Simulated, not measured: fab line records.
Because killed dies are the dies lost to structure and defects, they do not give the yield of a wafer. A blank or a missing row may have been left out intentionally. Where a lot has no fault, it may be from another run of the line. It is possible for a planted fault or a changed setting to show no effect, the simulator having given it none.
Chamber matching :: flow nand_harc :: NHARC_A_STAIRCASE_ALD_420 on ald_hk-03 has 4 sister chambers
The step deposits SiO2, target thk 20 nm, pulse time 6 s, ald cycles 200. 22 wafers are shown with their chamber, then 11 later ones without.

## EACH WAFER AND ITS CHAMBER
wafer: L074.3
chamber: 1
heater_power_w (W): 497
precursor_pulse_height_rel: 0.975

wafer: L074.4
chamber: 3
heater_power_w (W): 482
precursor_pulse_height_rel: 0.985

wafer: L074.6
chamber: 3
heater_power_w (W): 482
precursor_pulse_height_rel: 1.020

wafer: L078.2
chamber: 0
heater_power_w (W): 448
precursor_pulse_height_rel: 0.992

wafer: L078.5
chamber: 1
heater_power_w (W): 504
precursor_pulse_height_rel: 1.023

wafer: L078.6
chamber: 0
heater_power_w (W): 459
precursor_pulse_height_rel: 0.951

wafer: L077.1
chamber: 2
heater_power_w (W): 440
precursor_pulse_height_rel: 0.997

wafer: L077.4
chamber: 3
heater_power_w (W): 486
precursor_pulse_height_rel: 1.032

wafer: L077.6
chamber: 1
heater_power_w (W): 504
precursor_pulse_height_rel: 1.009

wafer: L082.1
chamber: 2
heater_power_w (W): 453
precursor_pulse_height_rel: 1.018

wafer: L082.2
chamber: 1
heater_power_w (W): 502
precursor_pulse_height_rel: 0.989

wafer: L082.4
chamber: 0
heater_power_w (W): 456
precursor_pulse_height_rel: 1.015

wafer: L086.1
chamber: 1
heater_power_w (W): 500
precursor_pulse_height_rel: 1.010

wafer: L086.2
chamber: 3
heater_power_w (W): 490
precursor_pulse_height_rel: 1.028

wafer: L086.4
chamber: 2
heater_power_w (W): 427
precursor_pulse_height_rel: 0.995

wafer: L088.3
chamber: 0
heater_power_w (W): 463
precursor_pulse_height_rel: 0.994

wafer: L088.4
chamber: 2
heater_power_w (W): 434
precursor_pulse_height_rel: 0.988

wafer: L088.6
chamber: 2
heater_power_w (W): 438
precursor_pulse_height_rel: 1.011

wafer: L089.4
chamber: 2
heater_power_w (W): 425
precursor_pulse_height_rel: 0.992

wafer: L089.5
chamber: 1
heater_power_w (W): 503
precursor_pulse_height_rel: 0.985

wafer: L089.6
chamber: 0
heater_power_w (W): 437
precursor_pulse_height_rel: 1.018

wafer: L092.1
chamber: 2
heater_power_w (W): 432
precursor_pulse_height_rel: 0.984

SIGNATURES, as means of the wafers listed above
reading: heater_power_w
chamber 0: 452.60
chamber 1: 501.67
chamber 2: 435.57
chamber 3: 485.00
scatter within a chamber: 7.59

reading: precursor_pulse_height_rel
chamber 0: 0.99400
chamber 1: 0.99850
chamber 2: 0.99786
chamber 3: 1.01625
scatter within a chamber: 0.0195
Rule: for each reading, subtract the chamber's mean from the wafer's reading, divide by that reading's scatter and square the result; add these up over the readings and take the root, which gives the wafer's distance from the chamber. The wafer belongs to the nearest chamber; if the next one is less than 2 further off, it can't be placed. The scatter: take each reading less its chamber's mean, square it, sum over the shown wafers, divide by the number of wafers less the number of chambers, and take the root.

## WAFERS WHOSE CHAMBER IS MISSING
wafer: L092.4
heater_power_w (W): 495
precursor_pulse_height_rel: 1.039

wafer: L092.5
heater_power_w (W): 431
precursor_pulse_height_rel: 0.997

wafer: L092.2
heater_power_w (W): 454
precursor_pulse_height_rel: 0.977

wafer: L092.3
heater_power_w (W): 502
precursor_pulse_height_rel: 0.993

wafer: L092.6
heater_power_w (W): 470
precursor_pulse_height_rel: 0.980

wafer: L095.2
heater_power_w (W): 494
precursor_pulse_height_rel: 0.977

wafer: L095.3
heater_power_w (W): 447
precursor_pulse_height_rel: 0.987

wafer: L095.4
heater_power_w (W): 515
precursor_pulse_height_rel: 0.998

wafer: L097.4
heater_power_w (W): 447
precursor_pulse_height_rel: 1.012

wafer: L097.5
heater_power_w (W): 490
precursor_pulse_height_rel: 0.973

wafer: L097.6
heater_power_w (W): 447
precursor_pulse_height_rel: 0.999

## WHICH CHAMBER EACH ONE RAN IN
wafer: L092.4
from the rows above: can't be placed: 3 or 1
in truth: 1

wafer: L092.5
from the rows above: 2
in truth: 2

wafer: L092.2
from the rows above: can't be placed: 0 or 2
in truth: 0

wafer: L092.3
from the rows above: 1
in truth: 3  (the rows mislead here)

wafer: L092.6
from the rows above: can't be placed: 0 or 3 or 1
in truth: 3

wafer: L095.2
from the rows above: can't be placed: 1 or 3
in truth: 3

wafer: L095.3
from the rows above: can't be placed: 0 or 2
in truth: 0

wafer: L095.4
from the rows above: 1
in truth: 1

wafer: L097.4
from the rows above: can't be placed: 0 or 2
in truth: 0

wafer: L097.5
from the rows above: can't be placed: 1 or 3
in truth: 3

wafer: L097.6
from the rows above: can't be placed: 0 or 2
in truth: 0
Correct placement for 2 of the 11. Not placeable from these rows: 8 (in 8, the candidates include the true chamber). Number placed wrongly: 1.
